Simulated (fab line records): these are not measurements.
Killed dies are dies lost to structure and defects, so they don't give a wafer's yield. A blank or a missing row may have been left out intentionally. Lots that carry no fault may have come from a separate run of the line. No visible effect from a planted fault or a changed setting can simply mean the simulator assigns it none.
Chamber matching || flow nand-harc || rie-diel-02 running NHARC_P_M1_DESCUM_14: 4 sister chambers
The step chemistry O2, time 3 s. 4 wafers are shown with their chamber, then 7 later ones without.

WAFERS WITH THEIR CHAMBER
{"wafer": "L084.1", "chamber": 1, "drypump-motor-current-A (A)": 6.0}
{"wafer": "L084.2", "chamber": 0, "drypump-motor-current-A (A)": 5.7}
{"wafer": "L093.2", "chamber": 2, "drypump-motor-current-A (A)": 6.0}
{"wafer": "L093.4", "chamber": 3, "drypump-motor-current-A (A)": 5.9}

WAFERS WITHOUT THEIR CHAMBER
{"wafer": "L093.6", "drypump-motor-current-A (A)": 6.0}
{"wafer": "L096.1", "drypump-motor-current-A (A)": 6.0}
{"wafer": "L096.3", "drypump-motor-current-A (A)": 6.0}
{"wafer": "L096.5", "drypump-motor-current-A (A)": 5.9}
{"wafer": "L095.2", "drypump-motor-current-A (A)": 5.8}
{"wafer": "L095.4", "drypump-motor-current-A (A)": 6.0}
{"wafer": "L095.6", "drypump-motor-current-A (A)": 6.0}

THE CHAMBER EACH PASSED THROUGH
{"wafer": "L093.6", "from the rows above": "can't be placed: 1 or 2", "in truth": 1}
{"wafer": "L096.1", "from the rows above": "can't be placed: 1 or 2", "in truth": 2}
{"wafer": "L096.3", "from the rows above": "can't be placed: 1 or 2", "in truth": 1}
{"wafer": "L096.5", "from the rows above": 3, "in truth": 3}
{"wafer": "L095.2", "from the rows above": "can't be placed: 0 or 3", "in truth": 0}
{"wafer": "L095.4", "from the rows above": "can't be placed: 1 or 2", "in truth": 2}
{"wafer": "L095.6", "from the rows above": "can't be placed: 1 or 2", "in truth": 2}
Correct placement for 1 of the 7. Unplaceable from these rows: 6, with the true chamber sitting among the candidates in 6. Wrongly placed: 0.
How it was worked out, from the rows above alone: a wafer's distance from a chamber is the root of the sum, over the readings, of the square of ((its reading less the chamber's mean) divided by the reading's scatter). The wafer belongs to the nearest chamber; if the next one is less than 2 further off, it can't be placed. A chamber's mean is the mean of its shown wafers. The scatter: with one shown wafer a chamber, the root of the mean of the squares of how far each hidden wafer lies from its nearest shown one.
